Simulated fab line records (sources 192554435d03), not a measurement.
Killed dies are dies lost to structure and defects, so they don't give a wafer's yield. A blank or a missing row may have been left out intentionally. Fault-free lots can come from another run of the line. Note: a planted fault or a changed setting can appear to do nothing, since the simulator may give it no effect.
8D (eight disciplines) problem report, filled in by code    flow n5-finfet    the parts of the form that need people (team, actions taken, sign-off) are left out

## 1. WHAT IS WRONG
At N5_HKMG_FIN_ALD_36, susceptor-temp-C averages 403.83 C over 6 wafers from 2 lots, while fault-free wafers read 400.01 C, standard deviation 0.22. That is +17 standard deviations from the usual mean.
The step: deposits TiN, target thk 1 nm, pulse time 1 s, purge time 3 s.
Earliest sighting: wafer L685.1 on ald-metal-03 at day 6 05:38. The record holds 27 wafers of 9 lots with a number at this step. By rule, "out" or "out of limits" means more than 4 standard deviations away from the usual mean. The rest of the wafers with a number are treated as sound.

## 2. WHAT IT IS; WHAT IT IS NOT
question                     is                      is not
which readings at this step  susceptor-temp-C        heater-power-w
which lots                   L685, L686              L681, L682, L683, L684, L696, L697, L699
which wafers of those lots   all that have a number  -
read on which tools          ald-metal-03            ald-metal-02
when                         from day 6 05:38        up to then (12 sound wafers); but 9 sound wafers of L696, L697, L699 came after

## 3. THE SUSPECTS, EACH WITH WHAT RULES IT OUT
Counting: a tool at a process step up to the reading stays a suspect if it ran every lot that is out and no sound lot after the first of them.
- ald-metal-03 at N5_HKMG_FIN_ALD_36 (deposits TiN, target thk 1 nm, pulse time 1 s, purge time 3 s): ruled out as a lasting fault. Sound lots L696, L697, L699 ran on it after its first lot that is out, L685 (day 6 05:38).
Left after counting: nothing in the record.

## 4. THE CAUSE (what the simulator had put in)
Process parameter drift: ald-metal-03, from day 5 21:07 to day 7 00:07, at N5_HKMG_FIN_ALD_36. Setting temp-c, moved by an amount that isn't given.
Counting ruled it out, wrongly.

## 5. THE CHAIN OF EFFECTS, in route order
Each row: a reading where the mean over the struck wafers with a number is more than 3 standard deviations away from the usual. Scope: only readings with a usual standard deviation given in the record; hours: median across lots of the time from each lot's start at the first step in this table that gives one to its start at this step; sigmas: change in usual standard deviations.
hours  step                reading           usual     on struck wafers  change  sigmas
0      N5_HKMG_FIN_ALD_36  susceptor-temp-C  400.01 C  403.83            +3.82   +17
Here are the process steps it includes:
- N5_HKMG_FIN_ALD_36: deposits TiN, target thk 1 nm, pulse time 1 s, purge time 3 s.
Later measuring or inspecting steps at which every struck wafer that the step has a row for has a number for every such reading, and none has moved that far: N5_BEOL_M4_RC_MEAS_101.

## 6. WHAT WOULD HAVE CAUGHT IT SOONER
First out-of-limits reading in this record: day 6 05:38, which is 9 hours after fault onset at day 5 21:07.
